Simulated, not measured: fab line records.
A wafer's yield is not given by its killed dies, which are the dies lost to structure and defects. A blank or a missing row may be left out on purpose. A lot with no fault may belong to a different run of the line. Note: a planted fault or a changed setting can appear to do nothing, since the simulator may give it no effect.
fab line records	flow n5Finfet
record lots=24	wafers=72	lastDay=19
route steps=1938 shown BEOL_M2@841
lots with no fault: from the same line, run without faults
startH: hours from the record's opening day to when the first of the lot's shown wafers began	waitH: how many hours have passed since the lot's step before this one	" the same as in the row above	L1.1+2: several wafers, shown together as one row	- value missing, or start not given	* or withheld: withheld	< > ~ a bound
route shown NAME@n: names a module that has steps shown in the file, with the first one's number in the route	usual: the fault-free wafers' mean and standard deviation	same: alike in all rows	chamber/n: place in a boat	sites: per-site readings	_std_site: how widely they spread, as a standard deviation	_edge_site: the outer-site mean with the inner-site mean subtracted	radiusMm: for every site, how far away it sits from the centre of the wafer	mask NAME#n: copy n	behind: the last tool/chamber to shape the wafer	hold: what put the lot on hold/how long, in hours/how the hold closed	device: the n, p or np transistor that did not switch	end of line: at the end of the route, the tests of the same wafers	a step with no rows: only its recipe	killed: dies that structure and defects cost at the first sort, which is not the same as the wafer's yield	map: shows each die of a wafer: x if killed, . if not, _ if none is there
set.NAME: the setting the step ran with; set.NAME@STEP: the setting that earlier step ran with	model.NAME: the simulator's own value behind a step, which no gauge read
the route's steps for a sample of lots (tables are steps, rows are wafers)
services: from which hour (startH, from the record's first day; less than 0 if before it) a tool's chamber was out of use, for how many hours, and why
## steps
# step N5_BEOL_M2_ILD_DEP_00
# recipe material=SiOC	targetThkA=790	tempC=350	precursor=DEMS/O2	pressureTorr=5	rfW=500	timeS=15.3
# usual heaterPowerW=530/80	showerheadPlenumPTorr=5.699/0.019	throttleValvePct=12.2/1.3
lot.wafer	tool	chamber	startH	waitH	heaterPowerW	showerheadPlenumPTorr	throttleValvePct
L074.1	pecvd-03	2	134.76	0.0	668	5.719	10.9
L074.3	"	1	"	"	564	5.727	12.4
L074.5	"	0	"	"	537	5.687	14.4
L075.1	pecvd-02	0	138.50	0.0	477	5.676	11.0
L075.4	"	2	"	"	698	5.668	12.8
L075.6	"	0	"	"	493	5.660	11.1
L076.2	pecvd-03	0	142.70	0.0	573	5.687	14.4
L076.3	"	0	"	"	593	5.694	14.4
L076.6	"	2	"	"	650	5.706	10.8
L077.2	pecvd-04	2	143.09	0.0	463	5.703	11.1
L077.3	"	0	"	"	475	5.701	11.4
L077.4	"	0	"	"	471	5.689	11.6
L078.1	pecvd-04	1	157.38	0.0	439	5.674	12.6
L078.3	"	2	"	"	419	5.700	11.1
L078.6	"	1	"	"	452	5.689	12.9
L080.1	pecvd-04	2	165.69	0.0	406	5.711	11.2
L080.3	"	0	"	"	452	5.702	11.2
L080.4	"	2	"	"	413	5.715	11.0
L079.2	pecvd-04	1	171.09	0.0	377	5.667	12.9
L079.3	"	0	"	"	514	5.699	11.5
L079.5	"	1	"	"	382	5.678	12.8
L081.1	pecvd-04	1	171.76	0.0	393	5.694	12.8
L081.4	"	0	"	"	550	5.691	11.1
L081.6	"	1	"	"	385	5.685	12.6
L082.1	pecvd-04	1	175.57	0.0	414	5.683	12.7
L082.3	"	0	"	"	513	5.699	11.2
L082.6	"	0	"	"	519	5.695	11.2
L083.1	pecvd-03	0	202.62	0.0	554	5.687	14.6
L083.2	"	1	"	"	503	5.735	12.4
L083.3	"	2	"	"	605	5.717	10.8
L084.3	pecvd-03	1	204.25	0.0	581	5.717	12.7
L084.4	"	2	"	"	608	5.724	10.8
L084.6	"	0	"	"	525	5.696	14.3
L085.3	pecvd-03	1	216.33	0.0	551	5.737	12.5
L085.5	"	0	"	"	588	5.684	14.5
L085.6	"	2	"	"	653	5.715	10.7
L086.1	pecvd-03	2	225.08	0.0	616	5.730	10.8
L086.4	"	2	"	"	609	5.703	10.9
L086.5	"	0	"	"	528	5.696	14.5
L087.1	pecvd-04	2	227.55	0.0	478	5.704	11.2
L087.4	"	0	"	"	518	5.700	11.4
L087.5	"	0	"	"	506	5.704	11.1
L089.2	pecvd-03	2	228.16	0.0	616	5.715	10.8
L089.3	"	1	"	"	587	5.714	12.7
L089.5	"	0	"	"	576	5.678	14.6
L090.1	pecvd-03	0	229.41	0.0	555	5.675	14.8
L090.3	"	1	"	"	528	5.716	12.7
L090.6	"	0	"	"	564	5.681	14.5
L088.3	pecvd-02	0	229.54	0.1	606	5.671	11.2
L088.5	"	0	"	"	607	5.686	11.0
L088.6	"	1	"	"	444	5.707	12.1
L091.1	pecvd-02	0	231.94	0.0	586	5.672	11.1
L091.4	"	0	"	"	577	5.653	11.2
L091.6	"	0	"	"	589	5.661	11.2
L092.2	pecvd-03	0	242.12	0.0	517	5.689	14.4
L092.3	"	2	"	"	631	5.719	10.6
L092.6	"	1	"	"	480	5.707	13.0
L093.1	pecvd-02	2	243.91	0.0	737	5.672	12.0
L093.3	"	0	"	"	562	5.659	11.1
L093.5	"	0	"	"	579	5.661	11.1
L094.3	pecvd-03	0	259.23	0.0	549	5.699	14.5
L094.5	"	2	"	"	657	5.722	10.8
L094.6	"	0	"	"	562	5.681	14.5
L095.2	pecvd-03	0	260.81	0.0	507	5.682	14.4
L095.4	"	1	"	"	477	5.711	12.5
L095.5	"	0	"	"	526	5.695	14.3
L096.3	pecvd-04	1	264.05	0.0	444	5.688	12.8
L096.4	"	1	"	"	438	5.680	12.9
L096.5	"	2	"	"	474	5.713	11.5
L097.1	pecvd-03	0	267.39	0.0	579	5.700	14.2
L097.3	"	2	"	"	641	5.704	10.6
L097.4	"	0	"	"	579	5.688	14.4
# step N5_BEOL_M2_PECVD_72
# recipe material=SiO2	targetThkA=160	tempC=400	precursor=TEOS/O2	pressureTorr=5.5	rfW=450	teosFlowSccm=53.8	gas=O2	flowSccm=3000	timeS=18
# usual heaterPowerW=760/110	showerheadPlenumPTorr=8.78/0.077	throttleValvePct=22.4/1.9
lot.wafer	tool	chamber	startH	waitH	heaterPowerW	showerheadPlenumPTorr	throttleValvePct
L074.1	pecvd-04	2	134.86	0.0	690	8.86	21.2
L074.3	"	0	"	"	766	8.77	20.8
L074.5	"	0	"	"	803	8.77	20.6
L075.1	pecvd-04	2	138.60	0.0	691	8.83	20.8
L075.4	"	2	"	"	717	8.87	20.9
L075.6	"	0	"	"	754	8.77	21.1
L076.2	pecvd-04	1	142.82	0.0	620	8.73	23.7
L076.3	"	2	"	"	679	8.85	20.9
L076.6	"	2	"	"	673	8.85	21.0
L077.2	pecvd-02	0	143.20	0.0	873	8.65	21.1
L077.3	"	2	"	"	903	8.69	24.2
L077.4	"	1	"	"	672	8.83	22.7
L078.1	pecvd-03	1	157.49	0.0	754	8.91	23.3
L078.3	"	0	"	"	840	8.73	27.1
L078.6	"	0	"	"	847	8.75	27.0
L080.1	pecvd-02	0	165.80	0.0	867	8.66	20.6
L080.3	"	1	"	"	746	8.83	22.6
L080.4	"	1	"	"	714	8.83	22.8
L079.2	pecvd-03	0	171.20	0.0	826	8.74	27.1
L079.3	"	2	"	"	928	8.90	20.5
L079.5	"	1	"	"	858	8.91	23.6
L081.1	pecvd-04	2	171.87	0.0	636	8.87	21.1
L081.4	"	2	"	"	638	8.86	21.0
L081.6	"	0	"	"	723	8.80	20.6
L082.1	pecvd-02	0	175.68	0.0	889	8.67	20.9
L082.3	"	2	"	"	1013	8.67	24.1
L082.6	"	2	"	"	1032	8.70	24.0
L083.1	pecvd-04	2	202.72	0.0	605	8.88	21.1
L083.2	"	1	"	"	589	8.71	23.8
L083.3	"	0	"	"	703	8.78	21.0
L084.3	pecvd-02	1	204.37	0.1	695	8.81	22.9
L084.4	"	2	"	"	998	8.71	24.3
L084.6	"	1	"	"	674	8.83	22.9
L085.3	pecvd-04	1	216.44	0.0	646	8.73	23.7
L085.5	"	0	"	"	732	8.79	21.1
L085.6	"	1	"	"	650	8.72	24.0
L086.1	pecvd-03	0	225.18	0.0	743	8.76	27.4
L086.4	"	1	"	"	763	8.91	23.5
L086.5	"	2	"	"	903	8.90	20.5
L087.1	pecvd-02	0	227.67	0.0	783	8.67	21.1
L087.4	"	1	"	"	654	8.81	22.8
L087.5	"	0	"	"	782	8.66	20.8
L089.2	pecvd-04	0	228.26	0.0	667	8.78	20.9
L089.3	"	2	"	"	720	8.84	21.2
L089.5	"	0	"	"	663	8.76	21.0
L090.1	pecvd-03	2	229.53	0.0	954	8.90	20.1
L090.3	"	0	"	"	790	8.76	27.4
L090.6	"	1	"	"	844	8.91	23.8
L088.3	pecvd-02	0	229.66	0.1	781	8.67	20.8
L088.5	"	1	"	"	612	8.81	22.6
L088.6	"	0	"	"	775	8.66	21.0
L091.1	pecvd-04	2	232.06	0.0	717	8.85	21.0
L091.4	"	2	"	"	714	8.88	21.0
L091.6	"	2	"	"	717	8.86	21.2
L092.2	pecvd-04	2	242.22	0.0	704	8.87	21.1
L092.3	"	0	"	"	768	8.76	20.9
L092.6	"	0	"	"	760	8.76	20.9
L093.1	pecvd-02	0	244.01	0.0	865	8.67	21.2
L093.3	"	2	"	"	926	8.67	21.9
L093.5	"	1	"	"	622	8.82	22.7
L094.3	pecvd-04	2	259.34	0.0	624	8.85	21.4
L094.5	"	2	"	"	639	8.84	21.1
L094.6	"	1	"	"	667	8.72	24.1
L095.2	pecvd-04	2	260.92	0.0	702	8.85	21.3
L095.4	"	0	"	"	710	8.79	21.3
L095.5	"	1	"	"	648	8.73	24.0
L096.3	pecvd-02	2	264.16	0.0	914	8.68	22.2
L096.4	"	1	"	"	643	8.82	23.2
L096.5	"	0	"	"	793	8.66	21.1
L097.1	pecvd-03	2	267.51	0.0	907	8.89	20.5
L097.3	"	2	"	"	927	8.88	20.0
L097.4	"	0	"	"	813	8.74	27.3
# step N5_BEOL_M2_STRIP_19
# recipe chemistry=O2	powerW=400	tempC=40	pressureMtorr=30	rfFrequencyHz=6e+07	biasPowerW=0	overashFraction=0.2	o2FlowSccm=225
# usual drypumpMotorCurrentA=5.6/0.51	oesProductAu=0.81/0.081	rfVppV=3.6/0.46	showerheadPlenumPTorr=2.10/0.075	throttleValvePct=16.63/0.22
lot.wafer	tool	chamber	startH	waitH	drypumpMotorCurrentA	oesProductAu	rfHoursCounterH	rfVppV	showerheadPlenumPTorr	throttleValvePct
L074.1	rieDiel-03	3	135.84	0.1	5.7	0.83	77	3.0	2.03	16.40
L074.3	"	2	"	"	5.6	0.86	55	3.2	2.05	16.77
L074.5	"	2	"	"	5.7	0.87	-	3.8	2.05	16.78
L075.1	rieDiel-04	0	140.45	0.1	5.0	0.83	80	4.2	2.04	16.72
L075.4	"	1	"	"	5.7	0.75	164	4.1	2.01	16.39
L075.6	"	3	"	"	5.8	0.70	-	3.3	2.09	16.55
L076.2	rieDiel-03	3	144.39	0.1	5.7	0.83	79	3.6	2.03	16.40
L076.3	"	1	"	"	6.2	0.82	84	3.1	2.10	16.23
L076.6	"	1	"	"	6.3	0.82	-	3.7	2.10	16.23
L077.2	rieDiel-03	0	144.60	0.1	5.2	0.80	92	3.2	2.19	16.63
L077.3	"	1	"	"	6.2	0.82	84	3.8	2.10	16.23
L077.4	"	2	"	"	5.6	0.85	58	3.3	2.05	16.77
L078.1	rieDiel-06	3	158.83	0.1	5.0	0.95	18	3.1	2.23	16.75
L078.3	"	1	"	"	5.9	0.91	27	3.4	2.22	16.42
L078.6	"	2	"	"	5.3	0.70	-	3.6	2.17	16.95
L080.1	rieDiel-06	3	167.15	0.1	4.9	0.96	19	3.2	2.23	16.75
L080.3	"	1	"	"	5.9	0.92	29	4.0	2.22	16.43
L080.4	"	2	"	"	5.4	0.69	236	3.8	2.17	16.96
L079.2	rieDiel-03	3	172.79	0.1	5.7	0.82	90	3.1	2.02	16.42
L079.3	"	2	"	"	5.6	0.84	68	4.3	2.05	16.79
L079.5	"	3	"	"	5.7	0.82	-	3.5	2.02	16.44
L081.1	rieDiel-04	1	173.03	0.1	5.7	0.75	174	3.2	2.00	16.39
L081.4	"	3	"	"	5.8	0.70	185	2.8	2.09	16.58
L081.6	"	1	"	"	5.7	0.74	-	2.7	2.00	16.39
L082.1	rieDiel-04	2	176.96	0.3	6.8	0.67	215	2.9	2.06	17.02
L082.3	"	0	"	"	4.9	0.82	92	4.3	2.04	16.73
L082.6	"	2	"	"	6.8	0.67	-	3.2	2.06	17.04
L083.1	rieDiel-06	3	204.53	0.1	5.0	0.92	32	3.5	2.23	16.77
L083.2	"	0	"	"	5.3	0.90	24	4.3	2.13	16.50
L083.3	"	2	"	"	5.4	0.69	249	3.8	2.16	17.01
L084.3	rieDiel-04	2	205.33	0.1	6.8	0.67	225	3.5	2.05	17.03
L084.4	"	1	"	"	5.8	0.74	185	4.0	2.00	16.42
L084.6	"	3	"	"	5.8	0.69	-	3.2	2.08	16.60
L085.3	rieDiel-03	3	220.02	0.1	5.7	0.79	109	2.9	2.02	16.46
L085.5	"	1	"	"	6.3	0.79	-	3.9	2.09	16.27
L085.6	"	2	"	"	5.6	0.83	-	3.0	2.04	16.84
L086.1	rieDiel-04	0	228.40	0.1	4.9	0.81	108	4.1	2.04	16.77
L086.4	"	3	"	"	5.8	0.69	202	3.4	2.08	16.60
L086.5	"	2	"	"	6.8	0.67	-	3.7	2.05	17.06
L087.1	rieDiel-06	1	229.07	0.1	5.9	0.88	53	4.4	2.21	16.47
L087.4	"	0	"	"	5.3	0.88	-	4.8	2.13	16.54
L087.5	"	1	"	"	5.9	0.87	-	3.5	2.21	16.46
L089.2	rieDiel-06	1	229.48	0.1	5.9	0.87	54	3.5	2.21	16.46
L089.3	"	3	"	"	5.0	0.90	43	3.7	2.22	16.80
L089.5	"	1	"	"	5.9	0.89	-	4.0	2.21	16.48
L088.3	rieDiel-03	0	232.13	0.1	5.1	0.76	127	4.2	2.18	16.70
L088.5	"	3	"	"	5.8	0.79	-	3.1	2.01	16.49
L088.6	"	2	"	"	5.6	0.81	-	3.2	2.04	16.84
L090.1	rieDiel-04	2	232.14	0.2	6.8	0.66	233	3.4	2.05	17.05
L090.3	"	1	"	"	5.7	0.73	193	3.7	2.00	16.44
L090.6	"	2	"	"	6.8	0.66	-	3.0	2.05	17.07
L091.1	rieDiel-06	1	235.15	0.1	5.9	0.87	57	4.2	2.21	16.49
L091.4	"	3	"	"	5.0	0.90	45	3.7	2.22	16.80
L091.6	"	2	"	"	5.3	0.97	-	3.8	2.16	16.56
L092.2	rieDiel-03	3	246.86	0.1	5.7	0.78	117	3.3	2.01	16.49
L092.3	"	1	"	"	6.3	0.78	122	3.6	2.08	16.29
L092.6	"	2	"	"	5.6	0.81	-	3.9	2.04	16.84
L093.1	rieDiel-04	3	247.63	0.2	5.8	0.69	210	3.3	2.08	16.61
L093.3	"	1	"	"	5.7	0.72	197	3.1	1.99	16.43
L093.5	"	0	"	"	4.9	0.80	-	4.2	2.03	16.78
L094.3	rieDiel-06	0	261.49	0.1	5.3	0.85	47	3.8	2.13	16.54
L094.5	"	3	"	"	5.0	0.88	-	4.0	2.22	16.80
L094.6	"	2	"	"	5.3	0.92	-	3.3	2.16	16.57
L095.2	rieDiel-03	2	264.90	0.2	5.6	0.81	102	4.7	2.04	16.88
L095.4	"	1	"	"	6.3	0.77	129	4.0	2.08	16.33
L095.5	"	0	"	"	5.2	0.74	-	3.6	2.17	16.71
L096.3	rieDiel-06	3	267.69	0.1	5.0	0.89	56	3.6	2.22	16.81
L096.4	"	0	"	"	5.3	0.86	49	3.7	2.12	16.58
L096.5	"	0	"	"	5.2	0.85	-	3.5	2.12	16.56
L097.1	rieDiel-03	0	268.95	0.1	5.2	0.74	139	4.2	2.17	16.71
L097.3	"	3	"	"	5.7	0.77	125	3.7	2.01	16.50
L097.4	"	2	"	"	5.6	0.80	-	3.7	2.04	16.88
# step N5_BEOL_M2_INSPECT_30
# recipe mode=adi	inspectInstrument=brightfield
# usual rawDefectCount=404/110
lot.wafer	tool	chamber	startH	waitH	rawDefectCount
L074.1	defectInspect-02	-	136.44	0.1	724
L074.3	"	-	"	"	349
L074.5	"	-	"	"	588
L075.1	defectInspect-01	-	140.93	0.1	256
L075.4	"	-	"	"	339
L075.6	"	-	"	"	316
L076.2	defectInspect-01	-	145.00	0.0	299
L076.3	"	-	"	"	305
L076.6	"	-	"	"	393
L077.2	defectInspect-02	-	145.08	0.0	543
L077.3	"	-	"	"	628
L077.4	"	-	"	"	477
L078.1	defectInspect-01	-	159.31	0.1	460
L078.3	"	-	"	"	364
L078.6	"	-	"	"	359
L080.1	defectInspect-01	-	167.75	0.1	290
L080.3	"	-	"	"	427
L080.4	"	-	"	"	326
L079.2	defectInspect-01	-	173.27	0.0	346
L079.3	"	-	"	"	331
L079.5	"	-	"	"	413
L081.1	defectInspect-01	-	173.51	0.1	276
L081.4	"	-	"	"	259
L081.6	"	-	"	"	292
L082.1	defectInspect-01	-	177.43	0.1	438
L082.3	"	-	"	"	332
L082.6	"	-	"	"	354
L083.1	defectInspect-01	-	205.00	0.1	499
L083.2	"	-	"	"	384
L083.3	"	-	"	"	419
L084.3	defectInspect-02	-	205.81	0.0	353
L084.4	"	-	"	"	413
L084.6	"	-	"	"	380
L085.3	defectInspect-02	-	220.63	0.0	546
L085.5	"	-	"	"	543
L085.6	"	-	"	"	496
L086.1	defectInspect-02	-	228.87	0.1	576
L086.4	"	-	"	"	461
L086.5	"	-	"	"	608
L087.1	defectInspect-01	-	229.69	0.1	365
L087.4	"	-	"	"	373
L087.5	"	-	"	"	338
L089.2	defectInspect-02	-	230.08	0.0	420
L089.3	"	-	"	"	470
L089.5	"	-	"	"	491
L088.3	defectInspect-01	-	232.73	0.0	333
L088.5	"	-	"	"	450
L088.6	"	-	"	"	435
L090.1	defectInspect-01	-	232.91	0.1	308
L090.3	"	-	"	"	372
L090.6	"	-	"	"	324
L091.1	defectInspect-02	-	235.63	0.1	404
L091.4	"	-	"	"	304
L091.6	"	-	"	"	297
L092.2	defectInspect-01	-	247.47	0.0	353
L092.3	"	-	"	"	348
L092.6	"	-	"	"	389
L093.1	defectInspect-02	-	248.11	0.1	696
L093.3	"	-	"	"	511
L093.5	"	-	"	"	610
L094.3	defectInspect-01	-	262.10	0.0	359
L094.5	"	-	"	"	260
L094.6	"	-	"	"	437
L095.2	defectInspect-01	-	265.50	0.0	373
L095.4	"	-	"	"	323
L095.5	"	-	"	"	390
L096.3	defectInspect-01	-	268.29	0.0	327
L096.4	"	-	"	"	347
L096.5	"	-	"	"	411
L097.1	defectInspect-01	-	269.58	0.1	303
L097.3	"	-	"	"	429
L097.4	"	-	"	"	218
# step N5_BEOL_M2_TRENCH_ETCH_37
# recipe chemistry=C4F6/O2	targetDepthA=555.55	target=SiOC	timeS=29.2	ionEnergyEv=250	pressureMtorr=30	sourceW=355	biasW=185	Ar_flow_sccm=300	C4F6_flow_sccm=10	O2_flow_sccm=10
# usual C4F6_flow_sccm=10.006/0.027	biasW=185.0/0.57	drypumpMotorCurrentA=5.6/0.56	oesProductAu=0.79/0.09	rfVppV=664/9.9	showerheadPlenumPTorr=2.86/0.1	throttleValvePct=20.90/0.25
lot.wafer	tool	chamber	startH	waitH	C4F6_flow_sccm	biasW	drypumpMotorCurrentA	oesProductAu	rfHoursCounterH	rfVppV	showerheadPlenumPTorr	throttleValvePct
L074.1	rieDiel-04	1	-	-	10.023	184.4	5.7	0.75	170	657	2.72	20.48
L074.3	"	2	"	"	9.944	184.4	6.8	0.68	209	665	2.83	21.35
L074.5	"	0	"	"	9.981	185.0	5.0	0.82	-	652	2.78	20.99
L075.1	rieDiel-06	1	-	-	9.999	184.7	5.9	0.91	29	673	3.03	20.75
L075.4	"	2	"	"	10.047	185.3	5.4	0.69	237	666	2.91	21.02
L075.6	"	0	"	"	10.015	185.1	5.3	0.94	-	664	2.89	20.63
L076.2	rieDiel-03	0	-	-	10.052	184.5	5.2	0.78	103	667	2.97	20.91
L076.3	"	3	"	"	10.045	183.9	5.7	0.82	90	658	2.77	20.71
L076.6	"	0	"	"	9.983	185.3	5.2	0.78	-	667	2.97	20.90
L077.2	rieDiel-06	1	-	-	9.967	186.2	5.9	0.92	32	672	3.03	20.77
L077.3	"	3	"	"	9.985	184.1	5.0	0.95	22	679	3.05	21.12
L077.4	"	2	"	"	10.015	185.8	5.4	0.70	239	668	2.91	21.03
L078.1	rieDiel-04	3	-	-	9.942	185.2	5.8	0.70	186	654	2.86	20.85
L078.3	"	0	"	"	10.005	184.7	5.0	0.82	92	649	2.78	20.99
L078.6	"	2	"	"	10.004	185.1	6.7	0.67	-	666	2.83	21.37
L080.1	rieDiel-03	3	-	-	10.019	184.4	5.7	0.80	93	658	2.76	20.71
L080.3	"	1	"	"	10.024	185.2	6.3	0.80	97	681	2.89	20.67
L080.4	"	0	"	"	9.981	185.2	5.1	0.78	105	668	2.97	20.91
L079.2	rieDiel-04	0	-	-	10.016	184.7	4.9	0.82	93	652	2.78	20.99
L079.3	"	3	"	"	9.971	185.2	5.8	0.70	188	654	2.86	20.82
L079.5	"	1	"	"	10.011	185.7	5.7	0.75	-	656	2.71	20.47
L081.1	rieDiel-06	2	-	-	10.025	185.2	5.3	0.69	244	667	2.91	21.03
L081.4	"	1	"	"	10.015	183.6	5.9	0.89	37	673	3.02	20.76
L081.6	"	0	"	"	9.982	185.8	5.3	0.92	-	665	2.88	20.65
L082.1	rieDiel-04	1	-	-	10.016	184.5	5.7	0.74	181	657	2.71	20.47
L082.3	"	2	"	"	9.975	184.0	6.8	0.67	220	663	2.82	21.33
L082.6	"	3	"	"	9.991	185.3	5.8	0.70	-	652	2.86	20.83
L083.1	rieDiel-04	1	-	-	10.005	185.3	5.7	0.74	188	657	2.71	20.49
L083.2	"	0	"	"	9.994	185.7	5.0	0.80	105	651	2.78	21.00
L083.3	"	2	"	"	10.059	186.3	6.8	0.66	228	664	2.82	21.35
L084.3	rieDiel-04	1	-	-	10.015	185.1	5.7	0.74	190	657	2.71	20.50
L084.4	"	2	"	"	10.043	184.7	6.8	0.66	230	664	2.82	21.38
L084.6	"	3	"	"	10.035	183.9	5.8	0.69	-	653	2.85	20.86
L087.1	rieDiel-03	1	-	-	9.991	184.0	6.3	0.78	118	679	2.88	20.69
L087.4	"	0	"	"	10.046	185.2	5.2	0.76	127	665	2.96	20.93
L087.5	"	1	"	"	9.980	183.6	6.3	0.79	-	679	2.88	20.69
L085.3	rieDiel-04	2	-	-	9.995	184.9	6.8	0.66	233	665	2.82	21.36
L085.5	"	3	"	"	10.041	185.4	5.8	0.69	-	654	2.85	20.86
L085.6	"	0	"	"	10.017	183.9	4.9	0.80	-	649	2.77	21.00
L086.1	rieDiel-06	0	-	-	10.006	185.0	5.3	0.87	37	664	2.87	20.69
L086.4	"	3	"	"	10.008	184.4	5.0	0.89	45	679	3.03	21.17
L086.5	"	3	"	"	9.983	184.8	4.9	0.90	-	678	3.03	21.16
L089.2	rieDiel-04	2	-	-	10.029	184.9	6.8	0.66	238	665	2.82	21.39
L089.3	"	3	"	"	10.004	185.5	5.8	0.69	210	655	2.85	20.88
L089.5	"	2	"	"	9.995	185.1	6.8	0.66	-	665	2.82	21.39
L088.3	rieDiel-06	1	-	-	9.960	184.4	5.9	0.88	62	673	3.01	20.82
L088.5	"	3	"	"	9.990	185.0	5.0	0.89	-	678	3.03	21.18
L088.6	"	2	"	"	9.960	185.7	5.4	0.96	-	666	2.90	20.70
L090.1	rieDiel-04	3	-	-	9.987	184.7	5.8	0.68	214	652	2.85	20.86
L090.3	"	0	"	"	10.068	184.1	4.9	0.79	117	650	2.77	21.03
L090.6	"	3	"	"	10.023	185.2	5.8	0.68	-	652	2.85	20.89
L091.1	rieDiel-03	3	-	-	10.030	185.7	5.7	0.78	120	659	2.75	20.77
L091.4	"	2	"	"	9.996	185.0	5.6	0.80	98	682	2.74	20.92
L091.6	"	2	"	"	9.979	184.3	5.6	0.81	-	680	2.74	20.93
L092.2	rieDiel-04	0	-	-	10.042	184.6	4.9	0.80	120	651	2.77	21.02
L092.3	"	1	"	"	10.015	183.5	5.8	0.72	203	658	2.70	20.51
L092.6	"	3	"	"	10.003	184.8	5.8	0.68	-	652	2.84	20.89
L093.1	rieDiel-06	2	-	-	9.985	185.1	5.4	0.93	11	669	2.90	20.71
L093.3	"	3	"	"	9.938	185.5	5.0	0.89	55	678	3.03	21.17
L093.5	"	1	"	"	10.052	184.7	5.9	0.87	-	674	3.01	20.82
L094.3	rieDiel-03	0	-	-	10.018	186.2	5.2	0.75	140	667	2.96	20.95
L094.5	"	2	"	"	9.965	185.4	5.6	0.79	-	680	2.74	20.93
L094.6	"	3	"	"	10.006	184.8	5.7	0.77	-	657	2.75	20.76
L095.2	rieDiel-04	0	-	-	10.048	185.2	4.9	0.79	123	650	2.77	21.04
L095.4	"	1	"	"	10.012	184.7	5.7	0.72	206	656	2.70	20.51
L095.5	"	1	"	"	9.999	184.7	5.7	0.73	-	657	2.70	20.50
L096.3	rieDiel-06	3	-	-	10.033	185.5	5.0	0.87	64	678	3.02	21.18
L096.4	"	1	"	"	10.031	185.4	5.9	0.85	75	674	3.00	20.83
L096.5	"	3	"	"	9.996	185.4	5.0	0.87	-	678	3.03	21.18
L097.1	rieDiel-06	1	-	-	10.018	185.0	5.9	0.84	77	672	3.00	20.83
L097.3	"	3	"	"	10.039	185.6	5.0	0.87	66	676	3.02	21.19
L097.4	"	0	"	"	9.989	185.4	5.3	0.84	57	665	2.86	20.72
# step N5_BEOL_M2_SPUTTER_81
# recipe material=Cu	targetThkA=45	tempC=-20	chamberPressurePa=0.07	powerW=withheld	timeS=8.29
# usual throttleValvePct=29.9/1.1
lot.wafer	tool	chamber	startH	waitH	throttleValvePct
L074.1	pvdSputter-02	-	162.90	0.1	28.4
L074.3	"	-	"	"	29.7
L074.5	"	-	"	"	28.7
L075.1	pvdSputter-03	-	170.26	0.1	28.3
L075.4	"	-	"	"	30.0
L075.6	"	-	"	"	28.1
L076.2	pvdSputter-02	-	173.28	0.1	28.3
L076.3	"	-	"	"	30.2
L076.6	"	-	"	"	29.8
L077.2	pvdSputter-03	-	173.40	0.1	30.1
L077.3	"	-	"	"	28.6
L077.4	"	-	"	"	30.0
L078.1	pvdSputter-03	-	178.02	0.1	28.4
L078.3	"	-	"	"	30.4
L078.6	"	-	"	"	30.1
L080.1	pvdSputter-03	-	182.32	0.1	30.5
L080.3	"	-	"	"	28.0
L080.4	"	-	"	"	30.2
L079.2	pvdSputter-01	-	183.59	0.1	31.4
L079.3	"	-	"	"	30.7
L079.5	"	-	"	"	30.4
L081.1	pvdSputter-01	-	187.97	0.1	30.5
L081.4	"	-	"	"	31.5
L081.6	"	-	"	"	31.6
L082.1	pvdSputter-01	-	195.80	0.1	31.7
L082.3	"	-	"	"	30.8
L082.6	"	-	"	"	31.3
L083.1	pvdSputter-02	-	217.62	0.1	28.6
L083.2	"	-	"	"	30.4
L083.3	"	-	"	"	28.4
L084.3	pvdSputter-01	-	224.92	0.1	30.3
L084.4	"	-	"	"	31.5
L084.6	"	-	"	"	31.3
L087.1	pvdSputter-03	-	236.43	0.1	30.1
L087.4	"	-	"	"	29.4
L087.5	"	-	"	"	29.2
L085.3	pvdSputter-02	-	236.56	0.1	28.4
L085.5	"	-	"	"	28.9
L085.6	"	-	"	"	29.7
L086.1	pvdSputter-01	-	236.70	0.1	31.6
L086.4	"	-	"	"	31.4
L086.5	"	-	"	"	31.6
L089.2	pvdSputter-02	-	249.40	0.1	30.6
L089.3	"	-	"	"	28.3
L089.5	"	-	"	"	28.3
L088.3	pvdSputter-02	-	253.50	0.1	30.3
L088.5	"	-	"	"	30.5
L088.6	"	-	"	"	28.3
L090.1	pvdSputter-03	-	258.34	0.1	30.2
L090.3	"	-	"	"	28.3
L090.6	"	-	"	"	29.8
L091.1	pvdSputter-03	-	260.18	0.1	29.9
L091.4	"	-	"	"	28.2
L091.6	"	-	"	"	28.3
L092.2	pvdSputter-01	-	265.23	0.1	31.5
L092.3	"	-	"	"	31.5
L092.6	"	-	"	"	31.7
L093.1	pvdSputter-03	-	266.79	0.1	30.2
L093.3	"	-	"	"	29.4
L093.5	"	-	"	"	30.0
L094.3	pvdSputter-03	-	274.52	0.1	29.8
L094.5	"	-	"	"	30.1
L094.6	"	-	"	"	30.6
L095.2	pvdSputter-02	-	276.65	0.1	29.0
L095.4	"	-	"	"	30.6
L095.5	"	-	"	"	29.8
L096.3	pvdSputter-01	-	290.75	0.1	31.4
L096.4	"	-	"	"	31.6
L096.5	"	-	"	"	31.5
L097.1	pvdSputter-03	-	297.22	0.1	28.2
L097.3	"	-	"	"	30.5
L097.4	"	-	"	"	29.7
## services
tool	chamber	startH	hours	kind
rieDiel-06	0	112.78	-	clean
rieDiel-06	0	112.78	-	consumableReplace:focusRing
rieDiel-06	0	112.78	17.8	scheduledDown
rieDiel-06	0	112.78	17.8	ventCycle
pvdSputter-02	-	139.65	3.9	repair
pecvd-03	1	140.91	3.5	repair
rieDiel-04	2	142.43	9.2	repair
pvdSputter-03	-	144.16	23.3	repair
rieDiel-04	3	166.11	2.1	repair
pvdSputter-02	-	183.42	2.3	repair
pecvd-04	0	185.76	4.8	repair
pecvd-02	0	192.78	19.7	repair
rieDiel-06	-	202.66	1.0	repair
rieDiel-06	2	215.81	-	clean
rieDiel-06	2	215.81	-	consumableReplace:focusRing
rieDiel-06	2	215.81	15.1	scheduledDown
pecvd-04	-	224.36	1.5	repair
pecvd-03	0	225.67	2.2	repair
pecvd-03	1	263.70	5.5	scheduledDown
rieDiel-03	1	265.87	8.3	repair
rieDiel-04	2	281.12	-	clean
rieDiel-04	2	281.12	-	consumableReplace:focusRing
rieDiel-04	2	281.12	32.3	scheduledDown
rieDiel-04	2	281.12	32.3	ventCycle
## key
fault none
